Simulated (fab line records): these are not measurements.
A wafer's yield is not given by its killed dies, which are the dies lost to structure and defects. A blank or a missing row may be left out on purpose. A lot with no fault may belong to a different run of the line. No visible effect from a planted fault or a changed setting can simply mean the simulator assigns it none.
Matching of chambers + flow n5 finfet + 4 sister chambers for N5_HKMG_FIN_NWFM_ALD_20 on ald metal-03
The step deposits TiAlC, target thk 2 nm, pulse time 3 s, purge time 2 s. 14 wafers are shown with their chamber, then 7 later ones without.

WAFERS WITH THEIR CHAMBER
| wafer  | chamber | heater power w (W) | precursor pulse height rel |
|--------|---------|--------------------|----------------------------|
| L074.1 | 2       | 495                | 0.999                      |
| L074.2 | 0       | 456                | 1.004                      |
| L074.3 | 1       | 490                | 1.008                      |
| L074.4 | 3       | 459                | 0.985                      |
| L074.5 | 1       | 508                | 0.987                      |
| L074.6 | 2       | 493                | 0.998                      |
| L086.1 | 1       | 506                | 0.988                      |
| L086.3 | 3       | 459                | 1.026                      |
| L086.5 | 0       | 466                | 0.992                      |
| L089.1 | 0       | 475                | 1.019                      |
| L089.4 | 3       | 469                | 1.020                      |
| L089.6 | 1       | 504                | 1.001                      |
| L090.1 | 0       | 465                | 0.986                      |
| L090.2 | 1       | 512                | 1.039                      |

SIGNATURES, as means of the wafers listed above
| reading                    | chamber 0 | chamber 1 | chamber 2 | chamber 3 | scatter within a chamber |
|----------------------------|-----------|-----------|-----------|-----------|--------------------------|
| heater power w             | 465.50    | 504.00    | 494.00    | 462.33    | 7.28                     |
| precursor pulse height rel | 1.00025   | 1.00460   | 0.99850   | 1.01033   | 0.0185                   |
Rule: a wafer lies at a distance from a chamber equal to the root of the sum of squares, over the readings, of (its reading less the chamber's mean, divided by the reading's scatter). The wafer belongs to the nearest chamber; if the next one is less than 2 further off, it can't be placed. How the scatter is found: for the shown wafers, subtract from each reading the mean of its chamber, square and add these, divide the total by (wafers less chambers), then take the root.

WAFERS WITH NO CHAMBER GIVEN
| wafer  | heater power w (W) | precursor pulse height rel |
|--------|--------------------|----------------------------|
| L090.3 | 502                | 0.991                      |
| L093.3 | 497                | 1.015                      |
| L093.4 | 484                | 1.011                      |
| L093.5 | 499                | 0.994                      |
| L096.1 | 503                | 0.983                      |
| L096.2 | 462                | 1.011                      |
| L096.6 | 463                | 1.010                      |

THE CHAMBER EACH PASSED THROUGH
| wafer  | from the rows above               | in truth |
|--------|-----------------------------------|----------|
| L090.3 | can't be placed: 1 or 2           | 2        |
| L093.3 | can't be placed: 2 or 1           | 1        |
| L093.4 | can't be placed: 2 or 0 or 1 or 3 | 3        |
| L093.5 | can't be placed: 2 or 1           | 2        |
| L096.1 | can't be placed: 1 or 2           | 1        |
| L096.2 | can't be placed: 3 or 0           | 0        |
| L096.6 | can't be placed: 3 or 0           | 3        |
Correctly placed: 0 of 7. Unplaceable from these rows: 7, with the true chamber sitting among the candidates in 7. 0 placed wrongly.
